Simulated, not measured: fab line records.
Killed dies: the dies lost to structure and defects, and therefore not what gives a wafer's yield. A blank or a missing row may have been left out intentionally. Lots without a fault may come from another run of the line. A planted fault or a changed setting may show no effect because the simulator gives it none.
Chamber matching + flow nand-harc + 3 sister chambers for NHARC_A_STAIRCASE_DEP_280 on pecvd-01
The step deposits SiON, target thk 30 nm. 14 wafers are shown with their chamber, then 7 later ones without.

WAFERS, EACH WITH ITS CHAMBER
| wafer  | chamber | heater-power-w (W) | rf-fwd-power-W (W) |
|--------|---------|--------------------|--------------------|
| L076.1 | 0       | 720                | 345.2              |
| L076.4 | 1       | 799                | 350.1              |
| L076.5 | 0       | 738                | 346.7              |
| L078.1 | 2       | 723                | 346.9              |
| L078.2 | 0       | 634                | 349.4              |
| L078.5 | 2       | 689                | 347.5              |
| L082.1 | 1       | 680                | 350.5              |
| L082.2 | 0       | 701                | 349.1              |
| L082.4 | 2       | 674                | 349.2              |
| L081.2 | 0       | 736                | 349.2              |
| L081.4 | 1       | 827                | 347.3              |
| L081.5 | 0       | 716                | 348.3              |
| L086.1 | 1       | 788                | 348.6              |
| L086.2 | 2       | 608                | 348.9              |

SIGNATURES (means of the wafers above)
| reading        | chamber 0 | chamber 1 | chamber 2 | scatter within a chamber |
|----------------|-----------|-----------|-----------|--------------------------|
| heater-power-w | 707.50    | 773.50    | 673.50    | 49.4                     |
| rf-fwd-power-W | 347.983   | 349.125   | 348.125   | 1.49                     |
Rule: distance of a wafer from a chamber = root of the sum over the readings of ((wafer's reading minus chamber's mean) / reading's scatter) squared. The wafer belongs to the nearest chamber; if the next one is less than 2 further off, it can't be placed. The scatter is the square root of a quotient: the sum, over the shown wafers, of each reading's squared deviation from its chamber's mean, divided by wafers minus chambers.

WAFERS WITHOUT THEIR CHAMBER
| wafer  | heater-power-w (W) | rf-fwd-power-W (W) |
|--------|--------------------|--------------------|
| L086.5 | 619                | 348.4              |
| L087.1 | 812                | 348.5              |
| L087.2 | 702                | 347.8              |
| L087.6 | 824                | 348.0              |
| L097.1 | 708                | 348.3              |
| L097.3 | 737                | 348.6              |
| L097.4 | 726                | 348.5              |

WHICH CHAMBER EACH ONE RAN IN
| wafer  | from the rows above          | in truth |
|--------|------------------------------|----------|
| L086.5 | can't be placed: 2 or 0      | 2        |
| L087.1 | can't be placed: 1 or 0 or 2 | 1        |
| L087.2 | can't be placed: 0 or 2 or 1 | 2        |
| L087.6 | can't be placed: 1 or 0 or 2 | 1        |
| L097.1 | can't be placed: 0 or 2 or 1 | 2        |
| L097.3 | can't be placed: 0 or 1 or 2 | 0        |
| L097.4 | can't be placed: 0 or 1 or 2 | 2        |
Correctly placed: 0 of 7. Can't be placed from these rows: 7 (the true chamber is among the candidates in 7). 0 placed wrongly.
